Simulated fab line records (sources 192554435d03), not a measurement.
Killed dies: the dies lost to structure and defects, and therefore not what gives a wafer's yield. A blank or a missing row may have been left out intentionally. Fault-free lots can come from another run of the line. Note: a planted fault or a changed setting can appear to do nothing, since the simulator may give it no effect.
A lot that was struck, set against a sound lot -- flow n5 finfet -- 41 out of 1938 route steps
Sound: wafers L666.2, L666.3, L666.5. Struck: wafers L683.2, L683.3, L683.5. The cause is named last.
Order at every step that has rows: each side's tool, ch and its chambers, its first start. Under that, the readings that differ: sound wafers -- struck wafers -- difference of the means -- sigmas: that difference in standard deviations of wafers without a fault.
alike: same words and numbers on both sides, and readings whose means sit less than 2 such deviations apart. not compared: any withheld reading, any reading some wafer has no value for, any bound like >300 that may hide the same value, and any number with overlapping values for which the record gives no deviation.
Wherever a step has rows on one side only, a row that says differs or no value, or a row with sigmas, the two part there. Numbers that have no deviation but don't overlap get no sigmas and don't part them. A reading that every wafer of one side lacks parts them only if that side has two wafers or more.

first, 9 steps without rows for these wafers: N5_BEOL_M4_ANNEAL_95 (time 240 s); N5_BEOL_M4_SPUTTER_96 (material Cu, target thk 4.5 nm, time 8.29 s); N5_BEOL_M4_ECD_50 (material Cu, target thk 300 nm); N5_BEOL_M4_ANNEAL_51 (time 90 s); N5_BEOL_M4_CMP_52 (polishes, stops on SiOC, t overpolish 6.8 s, target thk 40 nm); N5_BEOL_M4_PRE_CLEAN_60 (time 15 s); N5_BEOL_M4_CO_CAP_55 (material Co, precursor CCTBA/H2, target thk 2 nm, time 102.1 s); N5_BEOL_M4_PRE_CLEAN_56 (time 15 s); N5_BEOL_M4_DEP_57 (deposits SiCN from 3MS/NH3, target thk 8 nm, time 14 s).
N5_BEOL_M4_RC_MEAS_101:
  sound on prober-01 ch 0, day 7 19:51; struck on prober-02 ch 0, day 12 08:55
reading,sound,struck,difference,sigmas
DIBL_P (mV/V),33.3 33.8 31.9,38.9 35.8 41.3,+5.7,+2
  alike: DIBL_N, IOFF_N, IOFF_P, ION_N, ION_P, SS_N, SS_P, VT_N, VT_P
then, 24 steps without rows for these wafers: N5_BEOL_M5_ILD_DEP_00 (deposits SiCOH lowk from DEMS/porogen, target thk 140.64 nm, time 25.9 s); N5_BEOL_M5_CURE_79 (cures SiCOH lowk, time 240 s); N5_BEOL_M5_PECVD_70 (deposits SiO2 from TEOS/O2, target thk 16 nm, time 18 s); N5_BEOL_M5_HM_DEP_02 (deposits TiN, target thk 20 nm); N5_BEOL_M5_COAT_59 (time 60 s, resist thk 60 nm); N5_BEOL_M5_COAT_60 (time 60 s, resist thk 12 nm); N5_BEOL_M5_COAT_71 (time 60 s, resist thk 5 nm); N5_BEOL_M5_COAT_05 (resist thk 30 nm); N5_BEOL_M5_EBR_07; N5_BEOL_M5_SOFTBAKE_06 (time 60 s); N5_BEOL_M5_EXPOSE_08 (exposes mask M5, target cd 28 nm); N5_BEOL_M5_PEB_09 (peb time 60 s); N5_BEOL_M5_DEVELOP_10 (develop time 30 s); N5_BEOL_M5_DESCUM_16 (chemistry O2, time 7 s); N5_BEOL_M5_ETCH_72 (etches underlayer in N2/H2, target depth 6.5 nm, time 5.2 s); N5_BEOL_M5_ETCH_61 (etches SiARC in CF4, target depth 15.6 nm, time 26 s); N5_BEOL_M5_ETCH_62 (etches SOC in N2/H2, target depth 75 nm, overetch 15 nm, time 112.5 s); N5_BEOL_M5_STRIP_63 (strips in N2/H2); N5_BEOL_M5_STRIP_73 (strips in N2/H2); N5_BEOL_M5_STRIP_64 (strips in CF4); N5_BEOL_M5_HM_OPEN_17 (chemistry Cl2/BCl3, target TiN, target depth 20 nm, overetch 6 nm); N5_BEOL_M5_STRIP_19 (strips in O2); N5_BEOL_M5_COAT_65 (time 60 s, resist thk 60 nm); N5_BEOL_M5_COAT_66 (time 60 s, resist thk 12 nm).
N5_BEOL_M9_TRENCH_ETCH_37: etches SiCOH lowk in C4F6/O2, target depth 151.43 nm, time 49 s.
  sound on rie diel-02 ch 0,1,3, day 9 10:12; struck on rie diel-02 ch 0,2,3, day 14 02:53
reading,sound,struck,difference,sigmas
run length s (s),72.4 72.8 72.4,49.3 48.9 48.8,-23.5,-64
model.etch.depth nm (nm),145 146.3 147.5,80.83 78.48 80.84,-66.22,
model.BEOL_M9.feature depth nm (nm),145 146.2 147.6,80.8 78.4 80.8,-66.3,
model.TiN_of_BEOL_M9_HM_DEP_02.thk nm (nm),16.2 15.8 16.2,17.8 18 18.2,+1.9,
  alike: O2_flow_sccm, drypump motor current A, oes product au, rf vpp V, showerhead plenum p Torr, throttle valve pct
  not compared: rf hours counter h
N5_BEOL_M9_OCD_MEAS_38:
  sound on ocd-01 at day 9 10:22; struck on ocd-01 at day 14 03:04
reading,sound,struck,difference,sigmas
trench depth nm (nm),145 146 148,81 79 81,-66,-17
N5_BEOL_M9_CMP_52: polishes, stops on SiCOH lowk, t overpolish 7 s, target thk 140 nm.
  sound on cmp-01 ch 0,3, day 9 13:07; struck on cmp-01 ch 1,3, day 14 04:58
reading,sound,struck,difference,sigmas
model.Cu_of_BEOL_M9_ECD_50.thk nm (nm),130.8 133.8 133.4,70.8 68 71.8,-62.5,
  alike: motor current A
N5_BEOL_M9_THK_MEAS_53: measures by xrf.
  sound on film metro-02 at day 9 13:25; struck on film metro-02 at day 14 05:13
reading,sound,struck,difference,sigmas
M9_THK (nm),136 139 138,73 70 74,-65,-15
N5_BEOL_M9_RS_MEAS_57: measures by four-point-probe.
  sound on film metro-02 at day 9 13:33; struck on film metro-02 at day 14 05:22
reading,sound,struck,difference,sigmas
M9_RS (ohm/sq),0.163 0.159 0.159,0.330 0.346 0.323,+0.173,+35
-- here the record skips 2 days between the struck wafers' starts before and after, leaving off in module BEOL_M9 and picking up in module BEOL_M15 (first step shown: number 1830 of the route) --
N5_BEOL_M15_RC_MEAS_101:
  sound on prober-01 ch 0, day 11 01:16; struck on prober-02 ch 0, day 16 09:25
reading,sound,struck,difference,sigmas
SERP_M9 (ohm/um),3.36 3.22 3.27,7.03 6.54,+3.50,+32
SERP_M9_max_site (ohm/um),3.50 3.32 3.38,7.17 6.69,+3.53,+29
  alike: COMB_M10, COMB_M11, COMB_M12, COMB_M12_max_site, COMB_M13, COMB_M14, COMB_M14_max_site, COMB_M15, COMB_M15_max_site, COMB_M5, COMB_M6, COMB_M7, COMB_M8, SERP_M10, SERP_M11, SERP_M12, SERP_M13, SERP_M14, SERP_M5, SERP_M6, SERP_M7, SERP_M8
N5_PASSIVATION_PROBE_49:
  sound on prober-02 at day 11 14:10; struck on prober-01 at day 16 23:22
reading,sound,struck,difference,sigmas
defect limited yield (%),91.5 91.4 90.9,71.0 0 81.1,-40.6,-27
killed_at_M4_up,15 18 32,252 1056 124,+456,+88
killed dies,100 102 107,342 1180 223,+479,+27
killed on rim,10 18 9,37 152 37,+63,+15
sort_bin_5_function (%),5.5 5.4 5.8,5.1 94.7 5.9,+29.7,+31
sort_bin_8_speed (%),0 0 0,20.08 0 9.15,+9.74,+99 or more
sort n pass,1080 1078 1073,838 0 957,-479,-27
  alike: killed_at_M0_to_M3, killed at contacts, killed at front end, killed at other, killed open, killed short, sort_bin_6_memory

== WHERE THEY PART ==
Last at N5_PASSIVATION_PROBE_49 as far as this record goes, first at N5_BEOL_M4_RC_MEAS_101.

WHY: the cause the simulator had injected
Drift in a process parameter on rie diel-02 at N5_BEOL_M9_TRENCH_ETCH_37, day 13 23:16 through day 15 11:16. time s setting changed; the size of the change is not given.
